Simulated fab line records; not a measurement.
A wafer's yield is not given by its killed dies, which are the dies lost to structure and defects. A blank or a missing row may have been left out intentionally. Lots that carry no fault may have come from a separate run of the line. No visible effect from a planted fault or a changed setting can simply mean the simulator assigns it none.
A sampling plan put to the test + flow n5-finfet + one fab line, 71 faults that these records tell of, each judged on the records of the lots that it struck; 1 more is left out, because the records don't allow judging it
The line's own looks make up the plan; these are the steps of the route where a gauge or inspection reads the wafer and leaves it unchanged. Where struck wafers have a number at a look and the file lists that look's usual mean and standard deviation on fault-free wafers, the look can be judged. Caught: a look later than the fault's first step finds the struck wafers' mean 4 or more of those standard deviations (sigma) from the usual mean. On the tool: the identical test, applied to the tool's own readings at the steps of the fault. Caught also covers a different recipe on the struck wafers, or a record left blank for those wafers only.

THE FAULTS, as the simulator had put them in
1. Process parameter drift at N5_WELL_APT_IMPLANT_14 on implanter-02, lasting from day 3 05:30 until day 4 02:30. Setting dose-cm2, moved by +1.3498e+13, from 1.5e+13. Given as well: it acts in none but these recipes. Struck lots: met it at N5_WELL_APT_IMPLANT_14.
2. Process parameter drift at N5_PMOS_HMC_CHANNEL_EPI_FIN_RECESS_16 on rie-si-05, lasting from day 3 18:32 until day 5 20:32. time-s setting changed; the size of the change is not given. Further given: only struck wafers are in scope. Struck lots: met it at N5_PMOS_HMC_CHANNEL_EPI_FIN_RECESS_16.
3. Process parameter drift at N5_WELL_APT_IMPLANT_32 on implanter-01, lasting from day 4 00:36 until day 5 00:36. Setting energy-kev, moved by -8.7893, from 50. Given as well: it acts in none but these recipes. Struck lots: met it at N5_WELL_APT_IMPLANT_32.
4. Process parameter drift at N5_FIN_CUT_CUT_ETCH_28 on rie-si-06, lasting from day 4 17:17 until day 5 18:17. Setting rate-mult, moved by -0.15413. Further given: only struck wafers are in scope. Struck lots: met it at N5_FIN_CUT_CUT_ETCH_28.
5. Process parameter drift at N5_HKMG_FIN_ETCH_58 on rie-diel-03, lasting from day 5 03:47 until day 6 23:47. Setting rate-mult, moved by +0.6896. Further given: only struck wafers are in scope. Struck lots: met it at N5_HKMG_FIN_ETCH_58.
6. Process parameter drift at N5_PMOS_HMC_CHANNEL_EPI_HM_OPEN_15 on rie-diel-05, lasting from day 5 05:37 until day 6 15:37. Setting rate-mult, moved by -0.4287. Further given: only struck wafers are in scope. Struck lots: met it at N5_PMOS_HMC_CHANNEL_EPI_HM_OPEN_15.
7. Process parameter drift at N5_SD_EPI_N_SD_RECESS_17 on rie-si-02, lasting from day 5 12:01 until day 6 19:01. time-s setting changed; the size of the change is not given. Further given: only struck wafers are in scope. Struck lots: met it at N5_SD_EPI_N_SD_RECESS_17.
8. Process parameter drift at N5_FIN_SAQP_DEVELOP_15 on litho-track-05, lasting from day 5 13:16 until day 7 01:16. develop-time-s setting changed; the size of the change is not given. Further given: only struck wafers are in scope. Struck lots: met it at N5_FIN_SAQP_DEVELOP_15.
9. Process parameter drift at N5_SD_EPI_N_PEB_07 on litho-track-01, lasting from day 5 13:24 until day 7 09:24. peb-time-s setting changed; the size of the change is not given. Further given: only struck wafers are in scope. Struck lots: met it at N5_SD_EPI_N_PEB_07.
10. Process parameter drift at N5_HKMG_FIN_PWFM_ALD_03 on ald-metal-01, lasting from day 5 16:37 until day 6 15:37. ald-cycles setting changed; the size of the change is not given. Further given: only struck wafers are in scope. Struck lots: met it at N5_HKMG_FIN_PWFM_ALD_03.
11. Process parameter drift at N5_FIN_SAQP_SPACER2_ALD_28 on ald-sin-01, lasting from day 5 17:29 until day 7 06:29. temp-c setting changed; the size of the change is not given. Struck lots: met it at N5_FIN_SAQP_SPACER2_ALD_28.
12. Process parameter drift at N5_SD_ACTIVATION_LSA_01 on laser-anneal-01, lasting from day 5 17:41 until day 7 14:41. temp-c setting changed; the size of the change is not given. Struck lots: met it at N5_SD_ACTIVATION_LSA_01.
13. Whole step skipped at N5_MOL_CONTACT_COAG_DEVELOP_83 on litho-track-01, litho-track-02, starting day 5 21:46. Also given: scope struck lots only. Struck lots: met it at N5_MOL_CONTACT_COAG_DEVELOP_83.
14. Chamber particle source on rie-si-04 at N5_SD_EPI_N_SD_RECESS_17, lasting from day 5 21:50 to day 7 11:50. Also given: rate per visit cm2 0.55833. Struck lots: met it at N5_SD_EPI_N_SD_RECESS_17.
15. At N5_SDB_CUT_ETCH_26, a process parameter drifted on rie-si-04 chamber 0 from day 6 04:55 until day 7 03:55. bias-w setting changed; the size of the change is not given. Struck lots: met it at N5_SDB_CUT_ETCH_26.
16. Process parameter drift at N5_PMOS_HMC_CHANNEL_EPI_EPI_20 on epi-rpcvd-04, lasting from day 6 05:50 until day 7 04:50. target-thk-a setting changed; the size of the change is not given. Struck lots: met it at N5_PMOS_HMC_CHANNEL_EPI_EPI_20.
17. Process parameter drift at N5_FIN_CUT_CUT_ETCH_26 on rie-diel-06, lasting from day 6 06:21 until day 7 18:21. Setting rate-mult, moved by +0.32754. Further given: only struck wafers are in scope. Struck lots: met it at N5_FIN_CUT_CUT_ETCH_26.
18. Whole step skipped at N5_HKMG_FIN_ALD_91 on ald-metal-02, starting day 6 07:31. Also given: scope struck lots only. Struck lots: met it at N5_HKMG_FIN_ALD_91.
19. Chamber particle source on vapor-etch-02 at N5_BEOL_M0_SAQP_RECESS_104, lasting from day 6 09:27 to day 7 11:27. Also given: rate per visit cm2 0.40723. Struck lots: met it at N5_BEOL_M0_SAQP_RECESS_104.
20. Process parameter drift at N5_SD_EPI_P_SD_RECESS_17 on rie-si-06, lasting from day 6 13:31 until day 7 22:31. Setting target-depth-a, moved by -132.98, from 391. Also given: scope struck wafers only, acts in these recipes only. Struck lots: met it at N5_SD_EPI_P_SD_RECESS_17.
21. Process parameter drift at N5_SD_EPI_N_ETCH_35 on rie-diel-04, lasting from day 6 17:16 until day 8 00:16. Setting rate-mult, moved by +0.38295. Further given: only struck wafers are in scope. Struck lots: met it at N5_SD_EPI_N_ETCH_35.
22. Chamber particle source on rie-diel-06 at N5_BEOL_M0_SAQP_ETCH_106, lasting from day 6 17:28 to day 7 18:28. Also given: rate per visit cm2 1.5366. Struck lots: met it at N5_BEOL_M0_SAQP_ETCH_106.
23. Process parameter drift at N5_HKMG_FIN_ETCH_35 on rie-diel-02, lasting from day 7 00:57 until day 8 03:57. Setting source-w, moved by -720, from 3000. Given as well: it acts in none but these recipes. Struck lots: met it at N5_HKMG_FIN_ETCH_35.
24. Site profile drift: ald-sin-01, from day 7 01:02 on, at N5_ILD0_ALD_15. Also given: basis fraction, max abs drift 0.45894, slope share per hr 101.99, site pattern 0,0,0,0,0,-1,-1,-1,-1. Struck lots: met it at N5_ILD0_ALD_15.
25. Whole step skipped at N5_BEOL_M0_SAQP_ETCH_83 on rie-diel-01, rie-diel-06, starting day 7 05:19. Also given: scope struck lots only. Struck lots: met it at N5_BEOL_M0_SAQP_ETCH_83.
26. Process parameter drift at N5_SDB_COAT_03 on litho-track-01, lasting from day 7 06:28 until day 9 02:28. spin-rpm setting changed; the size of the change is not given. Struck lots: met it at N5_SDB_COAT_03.
27. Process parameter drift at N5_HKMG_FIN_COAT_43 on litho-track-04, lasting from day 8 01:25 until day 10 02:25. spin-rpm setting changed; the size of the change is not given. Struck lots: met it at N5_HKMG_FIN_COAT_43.
28. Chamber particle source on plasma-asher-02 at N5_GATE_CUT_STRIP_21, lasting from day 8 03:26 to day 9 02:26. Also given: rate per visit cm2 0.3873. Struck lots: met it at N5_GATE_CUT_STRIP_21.
29. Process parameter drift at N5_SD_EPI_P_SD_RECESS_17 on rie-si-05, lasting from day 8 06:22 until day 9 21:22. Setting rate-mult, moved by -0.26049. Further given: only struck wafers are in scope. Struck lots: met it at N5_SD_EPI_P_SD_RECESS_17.
30. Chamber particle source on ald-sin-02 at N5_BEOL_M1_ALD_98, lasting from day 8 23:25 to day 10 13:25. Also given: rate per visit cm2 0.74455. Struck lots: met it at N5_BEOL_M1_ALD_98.
31. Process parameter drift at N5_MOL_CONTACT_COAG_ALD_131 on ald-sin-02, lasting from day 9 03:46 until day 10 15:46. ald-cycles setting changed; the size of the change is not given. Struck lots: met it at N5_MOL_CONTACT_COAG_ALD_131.
32. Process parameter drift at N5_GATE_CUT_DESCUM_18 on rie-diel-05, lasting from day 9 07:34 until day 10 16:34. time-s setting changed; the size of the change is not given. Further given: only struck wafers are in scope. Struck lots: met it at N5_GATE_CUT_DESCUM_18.
33. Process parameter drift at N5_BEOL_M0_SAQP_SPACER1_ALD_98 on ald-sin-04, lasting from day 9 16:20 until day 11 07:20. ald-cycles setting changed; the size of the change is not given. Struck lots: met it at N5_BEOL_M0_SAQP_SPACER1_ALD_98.
34. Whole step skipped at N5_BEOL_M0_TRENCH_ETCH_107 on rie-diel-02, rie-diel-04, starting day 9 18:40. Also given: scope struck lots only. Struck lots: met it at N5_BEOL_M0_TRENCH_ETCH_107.
35. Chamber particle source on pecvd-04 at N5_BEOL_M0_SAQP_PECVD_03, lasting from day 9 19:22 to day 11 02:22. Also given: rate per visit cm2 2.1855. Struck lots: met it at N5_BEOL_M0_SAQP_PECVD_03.
36. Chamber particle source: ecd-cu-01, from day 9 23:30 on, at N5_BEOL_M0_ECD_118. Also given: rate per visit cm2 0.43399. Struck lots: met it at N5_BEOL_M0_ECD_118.
37. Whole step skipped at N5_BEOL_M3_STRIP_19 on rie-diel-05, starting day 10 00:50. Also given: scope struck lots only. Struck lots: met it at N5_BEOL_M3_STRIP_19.
38. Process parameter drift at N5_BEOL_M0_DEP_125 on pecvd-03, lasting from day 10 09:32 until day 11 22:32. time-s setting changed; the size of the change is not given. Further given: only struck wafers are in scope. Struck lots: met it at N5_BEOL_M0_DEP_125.
39. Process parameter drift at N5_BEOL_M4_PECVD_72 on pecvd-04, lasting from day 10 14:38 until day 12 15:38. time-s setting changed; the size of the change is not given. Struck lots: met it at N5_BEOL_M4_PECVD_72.
40. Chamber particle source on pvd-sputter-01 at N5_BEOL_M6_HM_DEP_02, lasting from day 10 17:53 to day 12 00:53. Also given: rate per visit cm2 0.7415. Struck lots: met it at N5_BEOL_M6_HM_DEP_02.
41. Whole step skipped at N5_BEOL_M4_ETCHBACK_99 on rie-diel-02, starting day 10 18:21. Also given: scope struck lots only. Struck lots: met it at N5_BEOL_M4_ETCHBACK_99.
42. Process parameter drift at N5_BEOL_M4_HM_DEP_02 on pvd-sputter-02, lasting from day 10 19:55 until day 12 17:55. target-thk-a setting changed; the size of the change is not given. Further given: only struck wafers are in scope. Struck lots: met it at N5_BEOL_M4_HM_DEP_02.
43. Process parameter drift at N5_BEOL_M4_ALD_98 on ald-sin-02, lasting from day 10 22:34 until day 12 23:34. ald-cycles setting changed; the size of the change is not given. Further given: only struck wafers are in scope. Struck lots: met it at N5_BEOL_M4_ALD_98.
44. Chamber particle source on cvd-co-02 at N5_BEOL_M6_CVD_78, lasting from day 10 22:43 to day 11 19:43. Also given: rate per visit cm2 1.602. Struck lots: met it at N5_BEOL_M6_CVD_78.
45. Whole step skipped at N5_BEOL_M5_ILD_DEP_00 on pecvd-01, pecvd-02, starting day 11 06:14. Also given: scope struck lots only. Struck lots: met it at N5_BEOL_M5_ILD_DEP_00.
46. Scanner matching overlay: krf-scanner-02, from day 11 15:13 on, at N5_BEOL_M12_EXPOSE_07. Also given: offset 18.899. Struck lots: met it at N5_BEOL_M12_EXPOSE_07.
47. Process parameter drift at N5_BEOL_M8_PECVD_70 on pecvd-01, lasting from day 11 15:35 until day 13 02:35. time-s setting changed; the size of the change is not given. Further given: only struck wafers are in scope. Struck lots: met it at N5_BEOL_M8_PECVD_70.
48. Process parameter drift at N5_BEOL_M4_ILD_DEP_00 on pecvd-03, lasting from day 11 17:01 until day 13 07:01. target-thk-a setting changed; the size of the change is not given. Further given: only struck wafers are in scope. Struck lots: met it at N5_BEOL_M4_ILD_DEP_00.
49. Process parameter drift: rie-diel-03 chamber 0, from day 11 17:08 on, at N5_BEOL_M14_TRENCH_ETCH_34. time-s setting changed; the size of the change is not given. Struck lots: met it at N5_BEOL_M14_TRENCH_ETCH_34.
50. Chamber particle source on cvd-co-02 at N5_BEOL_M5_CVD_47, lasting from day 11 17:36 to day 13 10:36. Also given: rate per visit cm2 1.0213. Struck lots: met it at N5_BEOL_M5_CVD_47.
51. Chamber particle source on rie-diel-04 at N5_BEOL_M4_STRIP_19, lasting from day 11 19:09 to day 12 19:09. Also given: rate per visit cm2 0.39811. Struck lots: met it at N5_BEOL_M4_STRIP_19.
52. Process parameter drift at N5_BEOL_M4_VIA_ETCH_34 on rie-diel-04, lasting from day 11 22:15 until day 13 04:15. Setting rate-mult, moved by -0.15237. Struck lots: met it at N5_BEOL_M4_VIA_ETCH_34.
53. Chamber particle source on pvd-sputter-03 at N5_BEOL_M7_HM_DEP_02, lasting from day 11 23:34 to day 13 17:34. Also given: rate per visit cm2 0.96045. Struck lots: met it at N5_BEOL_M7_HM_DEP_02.
54. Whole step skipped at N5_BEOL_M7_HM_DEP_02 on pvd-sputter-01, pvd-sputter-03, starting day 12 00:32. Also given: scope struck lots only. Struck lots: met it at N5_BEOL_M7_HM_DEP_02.
55. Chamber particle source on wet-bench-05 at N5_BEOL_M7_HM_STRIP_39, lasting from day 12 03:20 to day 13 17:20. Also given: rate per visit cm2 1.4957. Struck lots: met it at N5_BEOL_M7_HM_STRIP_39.
56. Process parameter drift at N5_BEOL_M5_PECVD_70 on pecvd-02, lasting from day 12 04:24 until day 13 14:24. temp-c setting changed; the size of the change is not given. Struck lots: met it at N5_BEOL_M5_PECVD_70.
57. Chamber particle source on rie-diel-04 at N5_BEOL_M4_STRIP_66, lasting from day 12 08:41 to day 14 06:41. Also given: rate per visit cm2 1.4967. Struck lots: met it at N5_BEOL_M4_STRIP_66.
58. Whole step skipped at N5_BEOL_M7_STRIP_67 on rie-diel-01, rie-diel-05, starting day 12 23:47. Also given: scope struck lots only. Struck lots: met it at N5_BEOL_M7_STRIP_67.
59. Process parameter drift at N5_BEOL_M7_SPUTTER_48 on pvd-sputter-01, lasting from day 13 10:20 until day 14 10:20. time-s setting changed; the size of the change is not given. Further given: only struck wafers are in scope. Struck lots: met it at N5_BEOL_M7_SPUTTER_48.
60. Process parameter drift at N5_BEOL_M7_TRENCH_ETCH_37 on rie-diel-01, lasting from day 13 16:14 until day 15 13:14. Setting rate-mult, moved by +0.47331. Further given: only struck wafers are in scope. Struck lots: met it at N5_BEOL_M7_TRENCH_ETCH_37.
61. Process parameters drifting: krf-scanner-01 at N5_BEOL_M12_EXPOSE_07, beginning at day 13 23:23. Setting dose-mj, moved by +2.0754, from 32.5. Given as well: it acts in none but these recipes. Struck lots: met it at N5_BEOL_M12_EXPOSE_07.
62. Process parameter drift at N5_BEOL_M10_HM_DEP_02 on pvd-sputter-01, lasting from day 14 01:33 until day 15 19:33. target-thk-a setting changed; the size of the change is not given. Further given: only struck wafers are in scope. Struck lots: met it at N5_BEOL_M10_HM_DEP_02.
63. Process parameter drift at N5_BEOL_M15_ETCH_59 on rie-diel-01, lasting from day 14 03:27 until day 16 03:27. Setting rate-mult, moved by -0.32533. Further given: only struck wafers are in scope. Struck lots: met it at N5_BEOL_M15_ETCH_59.
64. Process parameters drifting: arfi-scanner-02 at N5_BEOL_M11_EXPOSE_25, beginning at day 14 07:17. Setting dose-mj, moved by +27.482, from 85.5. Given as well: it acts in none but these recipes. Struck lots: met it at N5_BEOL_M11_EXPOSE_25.
65. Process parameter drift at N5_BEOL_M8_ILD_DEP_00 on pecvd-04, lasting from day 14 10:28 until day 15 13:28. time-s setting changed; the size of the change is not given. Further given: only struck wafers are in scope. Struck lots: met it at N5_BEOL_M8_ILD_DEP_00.
66. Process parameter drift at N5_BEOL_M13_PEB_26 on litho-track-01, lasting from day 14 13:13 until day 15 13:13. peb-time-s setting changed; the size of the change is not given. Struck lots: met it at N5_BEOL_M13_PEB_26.
67. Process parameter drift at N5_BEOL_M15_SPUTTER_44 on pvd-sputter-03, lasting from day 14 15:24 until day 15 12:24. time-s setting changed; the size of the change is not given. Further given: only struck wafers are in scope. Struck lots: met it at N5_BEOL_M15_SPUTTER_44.
68. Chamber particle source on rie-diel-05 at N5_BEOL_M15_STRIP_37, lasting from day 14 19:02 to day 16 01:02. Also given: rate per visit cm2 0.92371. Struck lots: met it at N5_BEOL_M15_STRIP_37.
69. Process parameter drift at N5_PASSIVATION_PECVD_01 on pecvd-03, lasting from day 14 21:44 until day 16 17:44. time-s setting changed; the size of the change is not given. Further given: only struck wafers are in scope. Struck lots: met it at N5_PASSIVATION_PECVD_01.
70. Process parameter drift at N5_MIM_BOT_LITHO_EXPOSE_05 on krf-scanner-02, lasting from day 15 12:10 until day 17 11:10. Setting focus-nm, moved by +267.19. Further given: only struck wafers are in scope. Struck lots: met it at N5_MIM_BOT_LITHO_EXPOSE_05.
71. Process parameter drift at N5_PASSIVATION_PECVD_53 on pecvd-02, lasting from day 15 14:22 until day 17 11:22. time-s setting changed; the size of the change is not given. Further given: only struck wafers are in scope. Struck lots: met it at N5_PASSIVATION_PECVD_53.

WHAT THE PLAN SAW
| fault | on the tool itself                               | first look that catches it                      | reading, sigma                                                      | median hours from its first step to that look | hours from the fault's start to the first struck lot there | judged looks passed uncaught |
|-------|--------------------------------------------------|-------------------------------------------------|---------------------------------------------------------------------|-----------------------------------------------|------------------------------------------------------------|------------------------------|
| 1     | dose-ions-cm2 +99 or beyond sigma                | N5_BEOL_M4_RC_MEAS_101                          | RS_NWELL -46                                                        | 158.2                                         | 162                                                        | 1                            |
| 2     | under 2 sigma                                    | none of the 2 looks that can be judged after it | strongest: HMC_CMP_THK at N5_PMOS_HMC_CHANNEL_EPI_THK_MEAS_22, +3.9 | -                                             | -                                                          | 2                            |
| 3     | beam-energy-keV -99 or beyond sigma              | N5_BEOL_M4_RC_MEAS_101                          | CJ_N +10                                                            | 160.8                                         | 167                                                        | 0                            |
| 4     | under 2 sigma                                    | not the one look that can be judged after it    | -                                                                   | -                                             | -                                                          | 1                            |
| 5     | only faintly: oes-product-au +2.3 sigma          | not the one look that can be judged after it    | -                                                                   | -                                             | -                                                          | 1                            |
| 6     | under 2 sigma                                    | no look after it can be judged                  | -                                                                   | -                                             | -                                                          | 0                            |
| 7     | under 2 sigma                                    | N5_BEOL_M4_RC_MEAS_101                          | IOFF_N +99 or beyond                                                | 112.4                                         | 132                                                        | 0                            |
| 8     | no reading that can be judged                    | none of the 2 looks that can be judged after it | strongest: ION_P at N5_BEOL_M4_RC_MEAS_101, +3.6                    | -                                             | -                                                          | 2                            |
| 9     | heater-power-total-W +99 or beyond sigma         | N5_SD_EPI_N_CD_MEAS_09                          | cd-nm -93                                                           | 0.1                                           | 7                                                          | 0                            |
| 10    | under 2 sigma                                    | N5_BEOL_M4_RC_MEAS_101                          | IOFF_P_LIN +4.0                                                     | 96.3                                          | 97                                                         | 1                            |
| 11    | susceptor-temp-C -99 or beyond sigma             | N5_BEOL_M4_RC_MEAS_101                          | IOFF_N_LIN +5.5                                                     | 151.1                                         | 148                                                        | 2                            |
| 12    | wafer_temp_C_max -19 sigma                       | N5_SD_ACTIVATION_RS_MEAS_03                     | RS_SD_N +11                                                         | 0.2                                           | 7                                                          | 0                            |
| 13    | no reading that can be judged                    | no look after it can be judged                  | -                                                                   | -                                             | -                                                          | 0                            |
| 14    | under 2 sigma                                    | N5_SD_EPI_N_INSPECT_26                          | raw-defect-count +8.0                                               | 3.5                                           | 10                                                         | 0                            |
| 15    | under 2 sigma                                    | not the one look that can be judged after it    | -                                                                   | -                                             | -                                                          | 1                            |
| 16    | under 2 sigma                                    | N5_PMOS_HMC_CHANNEL_EPI_THK_MEAS_22             | HMC_CMP_THK -16                                                     | 1.5                                           | 8                                                          | 0                            |
| 17    | under 2 sigma                                    | not the one look that can be judged after it    | -                                                                   | -                                             | -                                                          | 1                            |
| 18    | the tool's record is blank for the struck wafers | N5_BEOL_M4_RC_MEAS_101                          | IOFF_N_LONG +99 or beyond                                           | 100.9                                         | 103                                                        | 0                            |
| 19    | under 2 sigma                                    | N5_BEOL_M0_CUTY_INSPECT_59                      | raw-defect-count +99 or beyond                                      | 3.5                                           | 7                                                          | 1                            |
| 20    | under 2 sigma                                    | N5_BEOL_M4_RC_MEAS_101                          | CJ_P -18                                                            | 111.3                                         | 113                                                        | 0                            |
| 21    | under 2 sigma                                    | not the one look that can be judged after it    | -                                                                   | -                                             | -                                                          | 1                            |
| 22    | under 2 sigma                                    | N5_BEOL_M0_SAQP_INSPECT_42                      | raw-defect-count +13                                                | 1.5                                           | 5                                                          | 0                            |
| 23    | rf-fwd-power-W -72 sigma                         | not the one look that can be judged after it    | -                                                                   | -                                             | -                                                          | 1                            |
| 24    | under 2 sigma                                    | not the one look that can be judged after it    | -                                                                   | -                                             | -                                                          | 1                            |
| 25    | the tool's record is blank for the struck wafers | no look after it can be judged                  | -                                                                   | -                                             | -                                                          | 0                            |
| 26    | spin-speed-rpm -99 or beyond sigma               | not the one look that can be judged after it    | -                                                                   | -                                             | -                                                          | 1                            |
| 27    | spin-speed-rpm +99 or beyond sigma               | none of the 4 looks that can be judged after it | -                                                                   | -                                             | -                                                          | 4                            |
| 28    | under 2 sigma                                    | no look after it can be judged                  | -                                                                   | -                                             | -                                                          | 0                            |
| 29    | oes-product-au -4.8 sigma                        | N5_BEOL_M4_RC_MEAS_101                          | CJ_P -13                                                            | 114.4                                         | 129                                                        | 0                            |
| 30    | under 2 sigma                                    | no look after it can be judged                  | -                                                                   | -                                             | -                                                          | 0                            |
| 31    | under 2 sigma                                    | no look after it can be judged                  | -                                                                   | -                                             | -                                                          | 0                            |
| 32    | under 2 sigma                                    | not the one look that can be judged after it    | -                                                                   | -                                             | -                                                          | 1                            |
| 33    | under 2 sigma                                    | N5_BEOL_M0_SAQP_CD_MEAS_25                      | cd-nm +24                                                           | 0.7                                           | 2                                                          | 0                            |
| 34    | the tool's record is blank for the struck wafers | N5_BEOL_M0_OCD_MEAS_108                         | trench-depth-nm -49                                                 | 0.1                                           | 3                                                          | 0                            |
| 35    | under 2 sigma                                    | N5_BEOL_M0_SAQP_INSPECT_16                      | raw-defect-count +12                                                | 0.8                                           | 7                                                          | 0                            |
| 36    | no reading that can be judged                    | not the one look that can be judged after it    | -                                                                   | -                                             | -                                                          | 1                            |
| 37    | the tool's record is blank for the struck wafers | no look after it can be judged                  | -                                                                   | -                                             | -                                                          | 0                            |
| 38    | under 2 sigma                                    | not the one look that can be judged after it    | -                                                                   | -                                             | -                                                          | 1                            |
| 39    | under 2 sigma                                    | not the one look that can be judged after it    | -                                                                   | -                                             | -                                                          | 1                            |
| 40    | under 2 sigma                                    | N5_BEOL_M6_INSPECT_13                           | raw-defect-count +5.2                                               | 0.6                                           | 2                                                          | 0                            |
| 41    | the tool's record is blank for the struck wafers | no look after it can be judged                  | -                                                                   | -                                             | -                                                          | 0                            |
| 42    | under 2 sigma                                    | N5_BEOL_M4_OCD_MEAS_38                          | trench-depth-nm -14                                                 | 4.4                                           | 31                                                         | 1                            |
| 43    | under 2 sigma                                    | not the one look that can be judged after it    | -                                                                   | -                                             | -                                                          | 1                            |
| 44    | no reading that can be judged                    | no look after it can be judged                  | -                                                                   | -                                             | -                                                          | 0                            |
| 45    | the tool's record is blank for the struck wafers | no look after it can be judged                  | -                                                                   | -                                             | -                                                          | 0                            |
| 46    | no reading that can be judged                    | not the one look that can be judged after it    | strongest: V11_OVL at N5_BEOL_M12_OVL_MEAS_11, +3.4                 | -                                             | -                                                          | 1                            |
| 47    | under 2 sigma                                    | none of the 2 looks that can be judged after it | -                                                                   | -                                             | -                                                          | 2                            |
| 48    | under 2 sigma                                    | N5_BEOL_M4_THK_MEAS_01                          | M4_ILD_THK -10                                                      | 0.1                                           | 17                                                         | 0                            |
| 49    | under 2 sigma                                    | N5_BEOL_M14_OCD_MEAS_35                         | trench-depth-nm +10                                                 | 0.2                                           | 0                                                          | 0                            |
| 50    | no reading that can be judged                    | not the one look that can be judged after it    | -                                                                   | -                                             | -                                                          | 1                            |
| 51    | under 2 sigma                                    | none of the 2 looks that can be judged after it | strongest: raw-defect-count at N5_BEOL_M4_INSPECT_30, +3.6          | -                                             | -                                                          | 2                            |
| 52    | under 2 sigma                                    | not the one look that can be judged after it    | -                                                                   | -                                             | -                                                          | 1                            |
| 53    | under 2 sigma                                    | N5_BEOL_M7_INSPECT_13                           | raw-defect-count +7.9                                               | 0.5                                           | 1                                                          | 2                            |
| 54    | the tool's record is blank for the struck wafers | not the one look that can be judged after it    | -                                                                   | -                                             | -                                                          | 1                            |
| 55    | no reading that can be judged                    | no look after it can be judged                  | -                                                                   | -                                             | -                                                          | 0                            |
| 56    | susceptor-temp-C +34 sigma                       | no look after it can be judged                  | -                                                                   | -                                             | -                                                          | 0                            |
| 57    | under 2 sigma                                    | N5_BEOL_M4_INSPECT_30                           | raw-defect-count +10                                                | 0.7                                           | 3                                                          | 0                            |
| 58    | the tool's record is blank for the struck wafers | no look after it can be judged                  | -                                                                   | -                                             | -                                                          | 0                            |
| 59    | under 2 sigma                                    | no look after it can be judged                  | -                                                                   | -                                             | -                                                          | 0                            |
| 60    | oes-product-au +4.7 sigma                        | N5_BEOL_M7_OCD_MEAS_38                          | trench-depth-nm +27                                                 | 0.2                                           | 12                                                         | 0                            |
| 61    | exposure-dose-mJ-cm2 +55 sigma                   | not the one look that can be judged after it    | strongest: cd-nm at N5_BEOL_M12_CD_MEAS_10, +3.2                    | -                                             | -                                                          | 1                            |
| 62    | under 2 sigma                                    | no look after it can be judged                  | -                                                                   | -                                             | -                                                          | 0                            |
| 63    | under 2 sigma                                    | no look after it can be judged                  | -                                                                   | -                                             | -                                                          | 0                            |
| 64    | exposure-dose-mJ-cm2 +79 sigma                   | N5_BEOL_M11_CD_MEAS_28                          | cd-nm +21                                                           | 0.1                                           | 0                                                          | 0                            |
| 65    | under 2 sigma                                    | N5_BEOL_M8_THK_MEAS_01                          | M8_ILD_THK +51                                                      | 0.6                                           | 4                                                          | 0                            |
| 66    | under 2 sigma                                    | N5_BEOL_M13_CD_MEAS_28                          | cd-nm +4.5                                                          | 0.1                                           | 7                                                          | 0                            |
| 67    | under 2 sigma                                    | no look after it can be judged                  | -                                                                   | -                                             | -                                                          | 0                            |
| 68    | under 2 sigma                                    | no look after it can be judged                  | -                                                                   | -                                             | -                                                          | 0                            |
| 69    | under 2 sigma                                    | no look after it can be judged                  | -                                                                   | -                                             | -                                                          | 0                            |
| 70    | under 2 sigma                                    | N5_MIM_BOT_LITHO_CD_MEAS_08                     | cd-nm +15                                                           | 0.2                                           | 6                                                          | 0                            |
| 71    | run-length-s -96 sigma                           | no look after it can be judged                  | -                                                                   | -                                             | -                                                          | 0                            |
A dash: the fault isn't caught, or these records don't give the number.

Caught at a look: 28 of 71. Caught on the tool: 22 of 71. By one or the other: 40 of 71.
On the tool alone, faults 23, 25, 26, 27, 37, 41, 45, 54, 56, 58, 61, 71 were caught.
Caught at a look alone: faults 7, 10, 14, 16, 19, 20, 22, 33, 35, 40, 42, 48, 49, 53, 57, 65, 66, 70.
Caught by neither: faults 2, 4, 5, 6, 8, 13, 15, 17, 21, 24, 28, 30, 31, 32, 36, 38, 39, 43, 44, 46, 47, 50, 51, 52, 55, 59, 62, 63, 67, 68, 69.

THINNER SAMPLING
If the look that catches a fault measured only every second or every third lot, by lot number, the first struck lot would be measured this late in the worst case:
| fault | struck lots at that look, in order of time | every lot | every second lot | every third lot |
|-------|--------------------------------------------|-----------|------------------|-----------------|
| 1     | L618, L619                                 | 162 h     | 177 h            | may miss all 2  |
| 3     | L931, L932                                 | 167 h     | 167 h            | may miss all 2  |
| 7     | L533, L536                                 | 132 h     | 138 h            | may miss all 2  |
| 9     | L859, L862                                 | 7 h       | 24 h             | may miss all 2  |
| 10    | L845, L847                                 | 97 h      | may miss all 2   | may miss all 2  |
| 11    | L170, L172                                 | 148 h     | may miss all 2   | may miss all 2  |
| 12    | L574, L577                                 | 7 h       | 24 h             | may miss all 2  |
| 14    | L668, L673                                 | 10 h      | 36 h             | may miss all 2  |
| 16    | L863, L865                                 | 8 h       | may miss all 2   | may miss all 2  |
| 18    | L913, L914                                 | 103 h     | 112 h            | may miss all 2  |
| 19    | L567, L568, L570                           | 7 h       | 15 h             | may miss all 3  |
| 20    | L522, L524, L526                           | 113 h     | may miss all 3   | 138 h           |
| 22    | L568, L570                                 | 5 h       | may miss all 2   | may miss all 2  |
| 29    | L478                                       | 129 h     | may miss it      | may miss it     |
| 33    | L168, L170                                 | 2 h       | may miss all 2   | may miss all 2  |
| 34    | L660, L662                                 | 3 h       | may miss all 2   | may miss all 2  |
| 35    | L122, L124                                 | 7 h       | may miss all 2   | may miss all 2  |
| 40    | L615, L618                                 | 2 h       | 13 h             | may miss all 2  |
| 42    | L378                                       | 31 h      | may miss it      | may miss it     |
| 48    | L765, L767                                 | 17 h      | may miss all 2   | may miss all 2  |
| 49    | L859                                       | 0 h       | may miss it      | may miss it     |
| 53    | L598, L599                                 | 1 h       | 2 h              | may miss all 2  |
| 57    | L737, L738                                 | 3 h       | 9 h              | may miss all 2  |
| 60    | L283, L284                                 | 12 h      | 20 h             | may miss all 2  |
| 64    | L106, L108                                 | 0 h       | may miss all 2   | may miss all 2  |
| 65    | L997, L998                                 | 4 h       | 10 h             | may miss all 2  |
| 66    | L908, L909                                 | 7 h       | 9 h              | may miss all 2  |
| 70    | L401, L402, L407                           | 6 h       | 11 h             | may miss all 3  |
Hours count from the start of the fault until the first struck lot that is measured. The limit of 4 sigma was tested on all struck wafers together, so one lot alone may lie under it. Other struck lots may not be in these records.

THE LONGEST TIMED WAY FROM STEP TO LOOK
Fault 3: median gap of 160.8 hours between N5_WELL_APT_IMPLANT_32 and N5_BEOL_M4_RC_MEAS_101. No look between them can be judged.
